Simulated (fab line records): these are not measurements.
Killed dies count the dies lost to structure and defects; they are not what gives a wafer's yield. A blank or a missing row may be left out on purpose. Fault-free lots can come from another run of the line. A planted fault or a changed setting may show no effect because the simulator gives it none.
Chamber matching :: flow nandHarc :: NHARC_P_CONTACT_DEP_30 on pecvd-03: 3 sister chambers
The step deposits SiNx, target thk 30 nm. 14 wafers are shown with their chamber, then 7 later ones without.

## WAFERS PAIRED WITH THEIR CHAMBERS
wafer: L747.1
chamber: 2
heaterPowerW (W): 734
rfFwdPowerW (W): 449.8

wafer: L747.3
chamber: 0
heaterPowerW (W): 736
rfFwdPowerW (W): 447.7

wafer: L747.5
chamber: 1
heaterPowerW (W): 688
rfFwdPowerW (W): 447.5

wafer: L749.2
chamber: 1
heaterPowerW (W): 636
rfFwdPowerW (W): 448.5

wafer: L749.3
chamber: 2
heaterPowerW (W): 696
rfFwdPowerW (W): 446.7

wafer: L749.6
chamber: 2
heaterPowerW (W): 703
rfFwdPowerW (W): 449.2

wafer: L751.2
chamber: 0
heaterPowerW (W): 649
rfFwdPowerW (W): 446.6

wafer: L751.4
chamber: 2
heaterPowerW (W): 727
rfFwdPowerW (W): 449.2

wafer: L751.6
chamber: 0
heaterPowerW (W): 676
rfFwdPowerW (W): 448.7

wafer: L752.1
chamber: 1
heaterPowerW (W): 669
rfFwdPowerW (W): 451.4

wafer: L752.2
chamber: 0
heaterPowerW (W): 653
rfFwdPowerW (W): 447.6

wafer: L752.4
chamber: 2
heaterPowerW (W): 742
rfFwdPowerW (W): 448.4

wafer: L753.4
chamber: 1
heaterPowerW (W): 572
rfFwdPowerW (W): 448.1

wafer: L753.5
chamber: 2
heaterPowerW (W): 707
rfFwdPowerW (W): 449.1

SIGNATURES (averages over the wafers above)
reading: heaterPowerW
chamber 0: 678.50
chamber 1: 641.25
chamber 2: 718.17
scatter within a chamber: 36.1

reading: rfFwdPowerW
chamber 0: 447.650
chamber 1: 448.875
chamber 2: 448.733
scatter within a chamber: 1.25
Rule: for a wafer and a chamber, the distance is found by dividing, reading by reading, the gap between the wafer's reading and the chamber's mean by the reading's scatter, squaring, summing and taking the root. The wafer belongs to the nearest chamber; if the next one is less than 2 further off, it can't be placed. The scatter is the square root of a quotient: the sum, over the shown wafers, of each reading's squared deviation from its chamber's mean, divided by wafers minus chambers.

## WAFERS WITHOUT THEIR CHAMBER
wafer: L753.6
heaterPowerW (W): 713
rfFwdPowerW (W): 449.9

wafer: L757.1
heaterPowerW (W): 707
rfFwdPowerW (W): 446.8

wafer: L757.3
heaterPowerW (W): 693
rfFwdPowerW (W): 450.2

wafer: L757.5
heaterPowerW (W): 692
rfFwdPowerW (W): 450.6

wafer: L758.1
heaterPowerW (W): 699
rfFwdPowerW (W): 449.0

wafer: L758.2
heaterPowerW (W): 601
rfFwdPowerW (W): 444.2

wafer: L758.5
heaterPowerW (W): 717
rfFwdPowerW (W): 448.2

## WHICH CHAMBER EACH ONE RAN IN
wafer: L753.6
from the rows above: can't be placed: 2 or 0 or 1
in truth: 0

wafer: L757.1
from the rows above: can't be placed: 0 or 2 or 1
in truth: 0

wafer: L757.3
from the rows above: can't be placed: 2 or 1 or 0
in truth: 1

wafer: L757.5
from the rows above: can't be placed: 2 or 1 or 0
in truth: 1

wafer: L758.1
from the rows above: can't be placed: 2 or 0 or 1
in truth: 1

wafer: L758.2
from the rows above: can't be placed: 0 or 1 or 2
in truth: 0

wafer: L758.5
from the rows above: can't be placed: 2 or 0 or 1
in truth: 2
Placed correctly: 0 of 7. Can't be placed from these rows: 7 (the true chamber is among the candidates in 7). Wrongly placed: 0.
